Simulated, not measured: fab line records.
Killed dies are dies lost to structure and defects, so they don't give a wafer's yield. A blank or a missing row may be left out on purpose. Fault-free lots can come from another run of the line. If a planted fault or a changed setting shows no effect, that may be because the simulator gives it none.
fab line records    flow n5Finfet
record lots=9  wafers=27  lastDay=17
route steps=1938 shown BEOL_M15@1817 MIM_TOP@1834 MIM_TOP_ETCH@1851 PASSIVATION@1936
lots that met no fault: from a run of the same line without faults
startH: hours from the record's first day to the start of the lot's first wafer shown    waitH: time in hours since the lot's previous step    " same as the row above    L1.1+2: a row that stands for several wafers    - no value, or no start was given    * or withheld: withheld    < > ~ a bound
route shown NAME@n: a module of which the file shows steps, and the number in the route of the first    usual: mean/standard deviation of fault-free wafers    same: alike in all rows    chamber/n: place in a boat    sites: each site's reading    _std_site: standard deviation across them    _edge_site: inner sites' mean taken away from outer sites' mean    radiusMm: how far each site lies from the wafer's centre    mask NAME#n: copy n    behind: the most recent tool/chamber to have shaped the wafer    hold: why the lot went on hold/how many hours it stayed there/how the hold came to an end    device: the n, p or np transistor that did not switch    end of line: the tests these same wafers got at the end of their route    for a step that has no rows: nothing shown but its recipe    killed: at the first sort, the dies lost to defects and structure; wafer yield is something else    map: a wafer's dies, marking killed ones x, the rest . and places with no die _
set.NAME: the setting the step ran with; set.NAME@STEP: the setting that earlier step ran with    model.NAME: the simulator's own value behind a step, which no gauge read
route steps across a sampled set of lots; one table per step, one row per wafer
services: when a tool's chamber went out of use (startH, in hours from the record's first day, below 0 if earlier), for how many hours, and the reason
## steps
# step N5_BEOL_M15_DEGAS_41
# recipe ambient=vacuum  tempC=300  timeS=60
# usual heaterPowerW=470/48
lot.wafer  tool           chamber  startH  waitH  heaterPowerW
L130.1     pvdSputter-01  -        264.35  0.2    451
L130.2     "              -        "       "      530
L130.4     "              -        "       "      553
L131.1     pvdSputter-02  -        268.63  0.3    419
L131.4     "              -        "       "      434
L131.6     "              -        "       "      399
L133.3     pvdSputter-02  -        290.49  0.0    444
L133.4     "              -        "       "      508
L133.6     "              -        "       "      404
L134.1     pvdSputter-02  -        295.92  0.2    523
L134.2     "              -        "       "      507
L134.6     "              -        "       "      505
L140.1     pvdSputter-02  -        335.69  0.9    531
L140.2     "              -        "       "      438
L140.6     "              -        "       "      442
L143.1     pvdSputter-02  -        348.35  0.1    435
L143.2     "              -        "       "      490
L143.6     "              -        "       "      496
L146.2     pvdSputter-03  -        361.54  0.2    429
L146.4     "              -        "       "      425
L146.5     "              -        "       "      430
L149.3     pvdSputter-03  -        390.00  0.4    420
L149.5     "              -        "       "      488
L149.6     "              -        "       "      408
L150.1     pvdSputter-01  -        394.75  0.4    568
L150.4     "              -        "       "      450
L150.5     "              -        "       "      566
# step N5_BEOL_M15_RC_MEAS_101
# usual COMB_M10=1.43e-11/2.7e-12  COMB_M11=1.4e-11/3.2e-12  COMB_M12=6.3e-12/1.3e-12  COMB_M13=4.7e-12/1.2e-12  COMB_M14=3.5e-12/8.8e-13  COMB_M15=2.4e-12/6.4e-13  COMB_M5=3.6e-11/7.5e-12  COMB_M6=2.6e-11/4.8e-12  COMB_M7=2.5e-11/5.1e-12  COMB_M8=2.4e-11/4.8e-12  COMB_M9=1.48e-11/2.9e-12  SERP_M10=3.04/0.084  SERP_M11=3.08/0.078  SERP_M11_max_site=3.17/0.079  SERP_M12=0.631/0.018  SERP_M13=0.308/0.0056  SERP_M14=0.159/0.0039  SERP_M5=39.8/1.9  SERP_M6=13.6/0.5  SERP_M7=13.8/0.51  SERP_M7_max_site=14.4/0.56  SERP_M8=13.9/0.58  SERP_M9=3.09/0.077
lot.wafer  tool       chamber  startH  waitH  COMB_M10[S/m]  COMB_M11[S/m]  COMB_M12[S/m]  COMB_M13[S/m]  COMB_M14[S/m]  COMB_M15[S/m]  COMB_M5[S/m]  COMB_M6[S/m]  COMB_M7[S/m]  COMB_M8[S/m]  COMB_M9[S/m]  SERP_M10[ohm/um]  SERP_M11[ohm/um]  SERP_M11_max_site[ohm/um]  SERP_M12[ohm/um]  SERP_M13[ohm/um]  SERP_M14[ohm/um]  SERP_M5[ohm/um]  SERP_M6[ohm/um]  SERP_M7[ohm/um]  SERP_M7_max_site[ohm/um]  SERP_M8[ohm/um]  SERP_M9[ohm/um]
L130.1     prober-01  0        265.92  0.0    1.43e-11       1.4e-11        7.4e-12        4.6e-12        5.4e-12        2.5e-12        3.6e-11       2.3e-11       2.3e-11       3.2e-11       1.59e-11      2.94              3.16              3.23                       0.641             0.312             0.155             39.7             13.5             14.0             14.4                      14.2             3.09
L130.2     "          0        "       "      1.5e-11        1.5e-11        8.9e-12        4.3e-12        3.2e-12        2e-12          2.6e-11       1.8e-11       2e-11         1.9e-11       1.77e-11      3.03              3.14              3.19                       0.603             0.315             0.154             39.7             13.8             13.6             14.4                      14.5             3.07
L130.4     "          0        "       "      1.48e-11       1.1e-11        6.2e-12        4.3e-12        4.1e-12        2.8e-12        2.7e-11       2.9e-11       2.4e-11       3.2e-11       1.28e-11      3.08              3.01              3.13                       0.621             0.312             0.158             39.4             12.9             13.3             14.0                      13.7             3.03
L131.1     prober-01  0        270.12  0.0    1.64e-11       1.5e-11        7.3e-12        4.1e-12        4.5e-12        2.4e-12        2.9e-11       3.4e-11       2.3e-11       2.1e-11       1.5e-11       2.97              3.08              3.12                       0.606             0.313             0.157             44.0             12.8             13.8             14.2                      14.7             3.06
L131.4     "          0        "       "      1.39e-11       1.2e-11        5.3e-12        4.7e-12        3.9e-12        2.6e-12        3.1e-11       1.8e-11       2.5e-11       2.1e-11       1.69e-11      3.04              3.17              3.27                       0.610             0.314             0.155             41.0             13.0             14.2             14.7                      14.5             2.97
L131.6     "          0        "       "      1.32e-11       2.1e-11        4.4e-12        3.8e-12        4e-12          2.4e-12        5e-11         2.8e-11       3.2e-11       2.3e-11       2.05e-11      3.00              3.26              3.32                       0.622             0.297             0.157             42.9             13.4             13.5             14.4                      15.0             3.07
L133.3     prober-01  0        292.17  0.3    1.24e-11       1.1e-11        6.9e-12        6.4e-12        2.9e-12        2.2e-12        3.3e-11       2e-11         2.7e-11       2.7e-11       9.8e-12       3.09              3.13              3.22                       0.630             0.320             0.169             37.7             13.3             12.9             13.6                      14.9             3.10
L133.4     "          0        "       "      1.69e-11       6e-12          7.5e-12        5.5e-12        3.5e-12        1.5e-12        4.3e-11       1.3e-11       2.6e-11       1.7e-11       9.3e-12       2.95              3.00              3.11                       0.647             0.317             0.167             39.4             13.0             12.9             13.6                      14.9             3.10
L133.6     "          0        "       "      7.2e-12        1e-11          6.4e-12        6.8e-12        2.3e-12        1.6e-12        4.3e-11       2e-11         2.4e-11       1.7e-11       1.18e-11      3.01              2.93              3.03                       0.628             0.321             0.168             39.7             13.9             14.2             14.6                      14.5             3.06
L134.1     prober-02  0        298.11  0.0    1.34e-11       2e-11          6.9e-12        6.1e-12        4.1e-12        2.3e-12        2.4e-11       2.4e-11       3.3e-11       2.4e-11       1.33e-11      3.03              3.02              3.09                       0.613             0.301             0.163             38.8             14.6             13.6             14.0                      13.6             3.01
L134.2     "          0        "       "      1.79e-11       1.9e-11        7.1e-12        5.8e-12        4.3e-12        2.7e-12        4.8e-11       2.4e-11       2.9e-11       2.1e-11       1.51e-11      2.95              3.06              3.13                       0.606             0.306             0.157             39.8             14.0             13.4             14.1                      13.8             3.14
L134.6     "          0        "       "      1.53e-11       1.4e-11        9e-12          5.9e-12        3.9e-12        2.6e-12        3.9e-11       2.3e-11       3e-11         1.8e-11       1.13e-11      2.91              2.94              2.97                       0.594             0.307             0.162             40.9             13.6             13.6             13.9                      14.0             3.11
L140.1     prober-02  0        337.09  0.0    1.46e-11       1.4e-11        6.8e-12        5.3e-12        4.7e-12        2.5e-12        3.7e-11       2.6e-11       3.3e-11       2.5e-11       1.89e-11      3.07              2.98              3.03                       0.631             0.305             0.160             40.6             14.0             13.8             14.0                      14.0             3.14
L140.2     "          0        "       "      9.2e-12        1.2e-11        7.6e-12        6e-12          4e-12          2.9e-12        3.4e-11       3e-11         1.5e-11       3.1e-11       1.26e-11      3.09              3.04              3.09                       0.606             0.305             0.157             39.7             13.5             13.7             14.4                      13.6             3.13
L140.6     "          0        "       "      1.06e-11       1.5e-11        7.9e-12        6.9e-12        4.3e-12        2.7e-12        3.4e-11       2.3e-11       2e-11         3.1e-11       1.97e-11      3.04              3.11              3.17                       0.642             0.300             0.159             42.9             13.5             14.5             14.7                      12.9             3.07
L143.1     prober-02  0        350.20  0.5    1.42e-11       1.6e-11        6.6e-12        4.9e-12        4.2e-12        3.2e-12        5.6e-11       2.6e-11       2e-11         3.3e-11       1.35e-11      2.96              3.12              3.21                       0.635             0.305             0.156             38.0             13.8             13.6             14.0                      13.3             3.27
L143.2     "          0        "       "      9.5e-12        1.8e-11        5.9e-12        5.7e-12        3.2e-12        2.9e-12        4.4e-11       2.4e-11       1.9e-11       3e-11         1.5e-11       3.03              3.10              3.16                       0.629             0.312             0.157             38.8             13.7             14.4             15.0                      14.1             3.07
L143.6     "          0        "       "      1.2e-11        1.3e-11        7.3e-12        4.7e-12        3.8e-12        2.6e-12        4.1e-11       2.5e-11       2.5e-11       1.5e-11       1.27e-11      3.03              3.11              3.25                       0.644             0.307             0.156             36.6             13.4             14.3             14.8                      13.9             3.14
L146.2     prober-02  0        363.06  0.2    1.46e-11       1.2e-11        7.3e-12        6.3e-12        3.1e-12        2.3e-12        3.2e-11       3e-11         2.8e-11       2.4e-11       2.19e-11      2.86              3.04              3.09                       0.649             0.300             0.159             41.0             14.8             14.7             15.0                      14.7             3.13
L146.4     "          0        "       "      1.52e-11       1.4e-11        5.4e-12        5.6e-12        4.5e-12        1.6e-12        4.5e-11       2e-11         2.1e-11       2.1e-11       2.05e-11      2.98              3.00              3.07                       0.645             0.299             0.161             39.8             14.7             15.1             16.1                      13.9             3.06
L146.5     "          0        "       "      1.66e-11       1.6e-11        5.7e-12        4.8e-12        3.8e-12        2.6e-12        4.1e-11       3e-11         2.9e-11       1.9e-11       1.84e-11      2.92              3.13              3.22                       0.637             0.316             0.161             44.9             13.5             14.7             15.5                      14.4             3.05
L149.3     prober-01  0        391.71  0.3    1.38e-11       1.3e-11        5.5e-12        4.3e-12        4.1e-12        1.8e-12        4.2e-11       2.6e-11       2.7e-11       1.8e-11       1.32e-11      3.00              3.09              3.16                       0.617             0.296             0.156             39.7             13.3             13.5             14.0                      13.3             3.09
L149.5     "          0        "       "      1.17e-11       1.3e-11        8.2e-12        5.3e-12        2.6e-12        1e-12          2.5e-11       1.7e-11       3.2e-11       2e-11         1.47e-11      2.98              2.99              3.08                       0.617             0.303             0.156             40.1             13.0             14.4             14.9                      14.2             3.07
L149.6     "          0        "       "      1.39e-11       2e-11          5e-12          3.7e-12        2.5e-12        1.6e-12        3e-11         1.8e-11       2.4e-11       1.4e-11       1.56e-11      3.04              2.99              3.08                       0.597             0.297             0.156             38.9             13.7             14.3             14.9                      14.1             2.97
L150.1     prober-01  0        396.82  0.0    1.18e-11       1.4e-11        6.1e-12        2.6e-12        2.9e-12        1.9e-12        2.7e-11       3.1e-11       2.7e-11       3.3e-11       1.28e-11      3.03              3.08              3.25                       0.621             0.313             0.163             38.5             14.0             13.5             13.8                      14.6             3.00
L150.4     "          0        "       "      1.64e-11       1.7e-11        6e-12          2.8e-12        3.6e-12        2.1e-12        3e-11         2.7e-11       3.6e-11       2.5e-11       1.2e-11       3.07              2.86              3.10                       0.644             0.318             0.161             37.0             13.5             13.8             14.6                      14.1             3.06
L150.5     "          0        "       "      1.85e-11       1e-11          6e-12          4.2e-12        2.4e-12        1.9e-12        3e-11         2.2e-11       1.8e-11       2.5e-11       1.12e-11      3.09              2.98              3.17                       0.666             0.301             0.166             35.2             12.9             13.9             14.4                      13.8             3.09
# step N5_MIM_TOP_ALD_00
# recipe material=Al2O3  targetThkA=*  tempC=withheld  aldPrecursorFamily=TMA  aldCoReactant=O3  pulseTimeS=withheld  purgeTimeS=3  coReactantPurgeTimeS=withheld  coReactantPulseTimeS=3  aldCycles=withheld
# usual precursorPulseHeightRel=1.000/0.02
lot.wafer  tool      chamber  startH  waitH  precursorPulseHeightRel
L130.1     aldHk-03  2        267.71  0.1    1.058
L130.2     "         3        "       "      1.017
L130.4     "         0        "       "      1.006
L131.1     aldHk-03  2        272.15  0.1    0.985
L131.4     "         0        "       "      1.010
L131.6     "         0        "       "      1.019
L133.3     aldHk-02  0        295.30  0.1    1.016
L133.4     "         3        "       "      0.983
L133.6     "         2        "       "      1.042
L134.1     aldHk-03  2        299.28  0.1    0.991
L134.2     "         0        "       "      0.972
L134.6     "         1        "       "      0.990
L140.1     aldHk-03  0        340.60  0.1    0.989
L140.2     "         3        "       "      1.015
L140.6     "         2        "       "      1.008
L143.1     aldHk-03  3        352.31  0.1    1.022
L143.2     "         0        "       "      1.004
L143.6     "         3        "       "      1.016
L146.2     aldHk-02  1        364.40  0.1    1.019
L146.4     "         2        "       "      0.965
L146.5     "         3        "       "      0.996
L149.3     aldHk-03  0        393.54  0.1    0.965
L149.5     "         1        "       "      1.017
L149.6     "         0        "       "      0.993
L150.1     aldHk-03  2        398.97  0.1    0.991
L150.4     "         3        "       "      1.012
L150.5     "         2        "       "      0.979
# step N5_MIM_TOP_ETCH_ETCH_00
# recipe chemistry=Cl2/BCl3  target=TiN  targetDepthA=385  ionEnergyEv=150  pressureMtorr=10  icpW=1000  biasW=126  Cl2_flow_sccm=53.25  bcl3FlowSccm=21.75  Ar_flow_sccm=25
# usual biasW=126.0/0.39  drypumpMotorCurrentA=5.9/0.35  heBacksideLeakSccm=3.3/0.31  oesProductAu=0.84/0.099  throttleValvePct=22.6/0.35
lot.wafer  tool         chamber  startH  waitH  biasW  drypumpMotorCurrentA  heBacksideLeakSccm  oesProductAu  rfHoursCounterH  throttleValvePct
L130.1     rieMetal-03  0        269.31  0.1    125.3  6.3                   3.7                 0.99          2                23.1
L130.2     "            1        "       "      125.7  6.1                   2.9                 0.78          44               22.9
L130.4     "            0        "       "      126.1  6.3                   3.6                 0.98          -                23.0
L131.1     rieMetal-02  1        273.93  0.1    125.7  5.7                   3.2                 0.62          123              22.6
L131.4     "            1        "       "      125.7  5.7                   3.3                 0.62          -                22.6
L131.6     "            1        "       "      125.8  5.7                   3.4                 0.62          -                22.6
L133.3     rieMetal-02  0        296.83  0.1    126.0  5.4                   3.4                 0.77          -                22.4
L133.4     "            0        "       "      126.4  5.4                   3.3                 0.77          -                22.4
L133.6     "            0        "       "      126.4  5.4                   3.3                 0.77          -                22.4
L134.1     rieMetal-01  0        302.05  0.1    126.1  5.7                   3.6                 0.77          34               22.4
L134.2     "            1        "       "      125.5  6.2                   3.1                 0.91          6                22.3
L134.6     "            0        "       "      125.9  5.7                   3.7                 0.77          -                22.4
L140.1     rieMetal-02  0        342.67  0.1    139.1  5.4                   3.3                 0.78          45               22.4
L140.2     "            1        "       "      126.3  5.8                   3.2                 0.96          5                22.1
L140.6     "            1        "       "      126.3  5.7                   3.2                 0.95          -                22.1
L143.1     rieMetal-02  0        355.52  0.1    138.7  5.4                   3.3                 0.77          46               22.4
L143.2     "            1        "       "      126.3  5.8                   3.4                 0.95          6                22.1
L143.6     "            0        "       "      139.3  5.4                   3.3                 0.77          -                22.4
L146.2     rieMetal-01  0        369.43  0.1    125.5  5.7                   3.6                 0.74          39               22.4
L146.4     "            0        "       "      126.3  5.7                   3.6                 0.74          -                22.4
L146.5     "            1        "       "      125.4  6.2                   3.1                 0.88          -                22.4
L149.3     rieMetal-03  0        395.17  0.1    126.6  6.3                   3.8                 0.89          -                23.1
L149.5     "            1        "       "      126.5  6.1                   3.2                 0.74          -                22.9
L149.6     "            0        "       "      127.1  6.3                   3.7                 0.88          -                23.1
L150.1     rieMetal-03  0        400.35  0.1    125.5  6.4                   3.6                 0.88          13               23.1
L150.4     "            1        "       "      126.2  6.1                   3.1                 0.75          -                22.9
L150.5     "            1        "       "      126.3  6.1                   3.1                 0.74          -                22.9
# step N5_PASSIVATION_PROBE_49
# usual defectLimitedYield=91.0/1.4  killed_at_M0_to_M3=35/10  killed_at_M4_up=13/6  killedAtContacts=13/6.4  killedAtFrontEnd=42/12  killedAtOther=3.2/2.4  killedDies=107/17  killedOpen=69/13  killedShort=33/7.3  sort_bin_4_leakage=0.00/0.022  sort_bin_5_function=5.3/0.92  sort_bin_6_memory=3.3/0.66  sort_bin_8_speed=0.00/0.035  sortNPass=1073/17  sortYieldPct=90.9/1.4
# same grossDies=1180  killedAtBackSide=0
lot.wafer  tool       chamber  startH  waitH  defectLimitedYield[%]  killed_at_M0_to_M3  killed_at_M4_up  killedAtContacts  killedAtFrontEnd  killedAtOther  killedDies  killedOpen  killedShort  sort_bin_4_leakage[%]  sort_bin_5_function[%]  sort_bin_6_memory[%]  sort_bin_8_speed[%]  sortNPass  sortYieldPct[%]
L146.2     prober-02  -        378.96  0.1    91.9                   26                  11               9                 46                3              95          65          23           0                      4.6                     2.6                   0                    1085       91.9
L146.4     prober-02  -        379.06  0.2    92.2                   24                  6                23                37                2              92          56          34           0                      4.5                     2.9                   0                    1088       92.2
L146.5     prober-02  -        379.11  0.2    90.7                   26                  19               9                 54                2              110         68          39           0                      5.8                     3.3                   0                    1070       90.7
# killed by level:class
L146.2 STI_FIN_REVEAL:geometricParticle:open=18 DUMMY_GATE:geometricParticle:open=8 BEOL_M0_SAQP:geometricParticle:short=7 MOL_CONTACT_COAG:geometricParticle:open=7 HKMG_FIN:areaEtch=7 BEOL_M4:geometricParticle:open=5 BEOL_M1:geometricParticle:open=4 BEOL_M2:geometricParticle:open=4
L146.4 MOL_CONTACT_COAG:geometricParticle:open=19 GATE_CUT:geometricParticle:short=13 BEOL_M3:geometricParticle:open=10 STI_FIN_REVEAL:geometricParticle:open=6 MOL_CONTACT_COAG:geometricParticle:short=4 BEOL_M1:geometricParticle:short=4 FIN_SAQP:geometricParticle:short=3 FIN_SAQP:geometricParticle:open=3
L146.5 STI_FIN_REVEAL:geometricParticle:open=21 FIN_SAQP:geometricParticle:short=7 BEOL_M4:geometricParticle:open=6 STI_FIN_REVEAL:geometricParticle:short=5 BEOL_M0_SAQP:geometricParticle:short=5 BEOL_M3:geometricParticle:open=5 BEOL_M5:geometricParticle:open=5 FIN_CUT:geometricParticle:open=4
## services
tool           chamber  startH  hours  kind
rieMetal-03    -        250.51  0.1    repair
rieMetal-02    1        278.44  -      clean
rieMetal-02    1        278.44  20.5   scheduledDown
rieMetal-02    1        278.44  20.5   ventCycle
aldHk-02       -        279.31  1.5    repair
aldHk-03       -        284.89  2.8    repair
aldHk-02       -        317.66  6.0    pm
aldHk-03       -        322.88  2.6    repair
aldHk-02       -        348.14  2.7    repair
aldHk-03       -        348.85  2.8    pm
pvdSputter-01  -        391.65  2.4    repair
## key
firstSign step=N5_MIM_TOP_ETCH_ETCH_00  reading=biasW  direction=up  sigmas=33  usual=*  struck=*
effect none on later readings
metAt N5_MIM_TOP_ETCH_ETCH_00
struckLots L140,L143
struckWafers L140.1,L143.1,L143.6
notActingAt N5_BEOL_M15_DEGAS_41,N5_BEOL_M15_RC_MEAS_101,N5_MIM_TOP_ALD_00
onsetBetween 296.83 342.67
fault kind=processParameterDrift  tool=rieMetal-02  chamber=0  onsetH=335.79  steps=N5_MIM_TOP_ETCH_ETCH_00  channel=biasW  offset=*  shape=step  endH=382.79  actsIn=*  stated=*
